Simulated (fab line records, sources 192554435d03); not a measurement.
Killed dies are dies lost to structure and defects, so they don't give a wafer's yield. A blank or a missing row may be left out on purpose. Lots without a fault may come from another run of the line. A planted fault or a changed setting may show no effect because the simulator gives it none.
Which tool did it? | flow n5_finfet | 13 lots, 37 wafers sampled, at 3 steps of a route of 1938

WHAT THE GAUGES READ, wafer by wafer
N5_BEOL_M11_INSPECT_58: inspects for defects (darkfield). Usual: raw_defect_count 72, standard deviation 27.
lot  | measured     | on                | raw_defect_count | flag
L169 | day 14 21:43 | defect_inspect-02 | 50 58 74         |
L167 | day 15 03:00 | defect_inspect-02 | 53 61 72         |
L171 | day 15 12:58 | defect_inspect-02 | 47 29 47         |
L172 | day 15 13:15 | defect_inspect-01 | 114 83 138       |
L173 | day 16 13:26 | defect_inspect-01 | 58 49            |
L175 | day 16 13:44 | defect_inspect-02 | 76 57 32         |
L178 | day 16 16:52 | defect_inspect-01 | 36 55 53         |
L182 | day 17 19:47 | defect_inspect-01 | 65 78 58         |
L186 | day 19 04:35 | defect_inspect-01 | 61 62            |
L187 | day 19 12:52 | defect_inspect-02 | 47 50 47         |
L188 | day 19 22:14 | defect_inspect-02 | 72 77 31         |
L189 | day 20 00:11 | defect_inspect-02 | 36 32 48         |
L190 | day 20 11:22 | defect_inspect-02 | 86 82 83         |

N5_BEOL_M12_OVL_MEAS_11. Usual: V11_OVL 1 nm, standard deviation 6.3.
lot  | measured     | on         | V11_OVL (nm) | flag
L169 | day 14 22:13 | overlay-02 | 1 3 -1       |
L167 | day 15 03:30 | overlay-01 | 3 -1 -2      |
L171 | day 15 13:29 | overlay-01 | -3 -13 -17   |
L172 | day 15 13:45 | overlay-01 | 12 -3 11     |
L173 | day 16 13:56 | overlay-02 | 13 -4        |
L175 | day 16 14:22 | overlay-01 | -8 -14 -6    |
L178 | day 16 17:22 | overlay-02 | 10 8 11      |
L182 | day 17 20:28 | overlay-02 | 7 -1 12      |
L186 | day 19 05:13 | overlay-01 | 5 -4         |
L187 | day 19 13:22 | overlay-02 | -4 -3 -7     |
L188 | day 19 22:52 | overlay-02 | -3 -6 5      |
L189 | day 20 00:41 | overlay-02 | 10 9 -5      |
L190 | day 20 11:52 | overlay-01 | 7 0 6        |

WHICH TOOL RAN EACH LOT (tool, then ch and the chambers of the sampled wafers, then the start)
lot  | N5_BEOL_M11_SPUTTER_48
L169 | pvd_sputter-02, day 14 20:44
L167 | pvd_sputter-03, day 15 02:02
L171 | pvd_sputter-02, day 15 12:01
L172 | pvd_sputter-03, day 15 12:16
L173 | pvd_sputter-03, day 16 12:19
L175 | pvd_sputter-02, day 16 12:46
L178 | pvd_sputter-03, day 16 15:52
L182 | pvd_sputter-02, day 17 18:48
L186 | pvd_sputter-01, day 19 03:30
L187 | pvd_sputter-03, day 19 11:54
L188 | pvd_sputter-01, day 19 19:56
L189 | pvd_sputter-01, day 19 23:12
L190 | pvd_sputter-03, day 20 10:08
- N5_BEOL_M11_SPUTTER_48: material Cu, target thk 12 nm, time 2 s.

WHAT THE TOOLS THEMSELVES READ (means of the sampled wafers that have a number; where no wafer has one, the mark that the record gives instead)
N5_BEOL_M11_SPUTTER_48. Usual: throttle_valve_pct 30.2 %, standard deviation 1.2.
lot  | tool           | throttle_valve_pct (%) | flag
L169 | pvd_sputter-02 | 30.0                   |
L167 | pvd_sputter-03 | 30.1                   |
L171 | pvd_sputter-02 | 30.0                   |
L172 | pvd_sputter-03 | 30.2                   |
L173 | pvd_sputter-03 | 31.1                   |
L175 | pvd_sputter-02 | 29.9                   |
L178 | pvd_sputter-03 | 30.0                   |
L182 | pvd_sputter-02 | 30.5                   |
L186 | pvd_sputter-01 | 30.8                   |
L187 | pvd_sputter-03 | 30.2                   |
L188 | pvd_sputter-01 | 30.1                   |
L189 | pvd_sputter-01 | 30.1                   |
L190 | pvd_sputter-03 | 30.3                   |

THE ANSWER, worked out from the rows above alone
Rule: a lot is off if the mean of its wafers that have a number lies more than 3 standard deviations from the usual mean. A lot without any number at a reading at which 4 lots or more have one is off too. The other lots that the step has rows for count as sound. The gauges are gone through in route order, then the tools' own readings, and for those a lot's mean is taken as printed above. The first step at which some lot is off is used, and at that step the reading that is off furthest; a lot without a number counts as furthest.
No lot is off at any reading shown: from this, nothing can be told.

WHAT THE SIMULATOR HAD PUT IN
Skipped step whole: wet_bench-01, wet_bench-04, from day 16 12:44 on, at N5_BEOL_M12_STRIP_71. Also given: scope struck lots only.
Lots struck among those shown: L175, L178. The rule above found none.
